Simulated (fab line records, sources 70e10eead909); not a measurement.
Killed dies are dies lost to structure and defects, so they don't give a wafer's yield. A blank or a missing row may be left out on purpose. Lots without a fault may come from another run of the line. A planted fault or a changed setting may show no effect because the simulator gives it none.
One fault seen from 3 desks | flow nand_harc | each desk has only its own numbers; what lay behind them comes last

THE DEFECT DESK
What the inspections along the route counted, lot by lot: means of the sampled wafers that have a number. A lot is out of limits, marked OUT, if its mean lies more than 4 standard deviations from the usual mean; the brackets give that distance.
Columns: A = raw_defect_count at NHARC_A_SIN_REMOVE_INSPECT_04, usual 402
lot  | first seen here | A
L820 | day 21 21:06    | 345
L825 | day 24 01:26    | 321
L827 | day 24 22:24    | 363
L834 | day 27 12:41    | 231
L835 | day 27 12:41    | 412
L839 | day 29 06:52    | 344
This desk's finding: nothing out of limits on any of the 6 lots.

THE METROLOGY DESK
What the gauges read, lot by lot, whatever tool the lot ran on: means of the sampled wafers that have a number. A lot is out of limits, marked OUT, if its mean lies more than 4 standard deviations from the usual mean; the brackets give that distance.
Columns: A = cd_nm at NHARC_A_SLIT_CD_MEAS_21, usual 289.4 nm
lot  | first seen here | A
L820 | day 21 14:25    | 287.9
L825 | day 23 18:49    | 289.7
L827 | day 24 13:49    | 290.7
L835 | day 27 06:05    | 289.2
L834 | day 27 07:08    | 289.2
L839 | day 29 00:18    | 289.5
This desk's finding: nothing out of limits on any of the 6 lots.

THE TOOL OWNER'S DESK: rie_metal-03
The tool's own readings at NHARC_A_WL_FILL_ETCHBACK_05 (etches the open film in Cl2/BCl3, target depth 22 nm, time 60 s): means of the sampled wafers that have a number, for each lot that ran on this tool. A lot is out of limits, marked OUT, if its mean lies more than 4 standard deviations from the usual mean; the brackets give that distance.
Columns: A = drypump_motor_current_A at NHARC_A_WL_FILL_ETCHBACK_05, usual 5.9 A; B = oes_product_au at NHARC_A_WL_FILL_ETCHBACK_05, usual 1.002 a.u.; C = run_length_s at NHARC_A_WL_FILL_ETCHBACK_05, usual 81.3 s
lot  | first seen here | A   | B     | C
L820 | day 21 22:46    | 6.1 | 1.010 | 81.3
L825 | day 24 03:04    | 6.3 | 0.990 | 58.6 (-50) OUT
L827 | day 25 01:14    | 6.1 | 1.003 | 58.5 (-51) OUT
L834 | day 27 14:51    | 6.2 | 1.003 | 81.4
L839 | day 29 08:29    | 6.1 | 1.006 | 81.6
This desk's finding: out of limits on L825, L827; first on L825, day 24 03:04 (run_length_s at NHARC_A_WL_FILL_ETCHBACK_05). In limits: L820, L834, L839.

PUT TOGETHER
The tool owner's desk could have raised an alarm at day 24 03:04, on L825, L827.
The defect desk saw nothing out of limits.
The metrology desk saw nothing out of limits.
The defect desk has L825, L827 on record, within its limits.
The metrology desk has L825, L827 on record, within its limits.
Of the lots named, all ran NHARC_A_WL_FILL_ETCHBACK_05 on rie_metal-03.

WHAT THE SIMULATOR HAD PUT IN
Process parameter drift: rie_metal-03, from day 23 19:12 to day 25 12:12, at NHARC_A_WL_FILL_ETCHBACK_05. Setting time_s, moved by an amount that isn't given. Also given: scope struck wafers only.
Lots struck among those shown: L825, L827.
Hours from the fault's start to each desk's first reading out of limits: the tool owner's desk, 8.
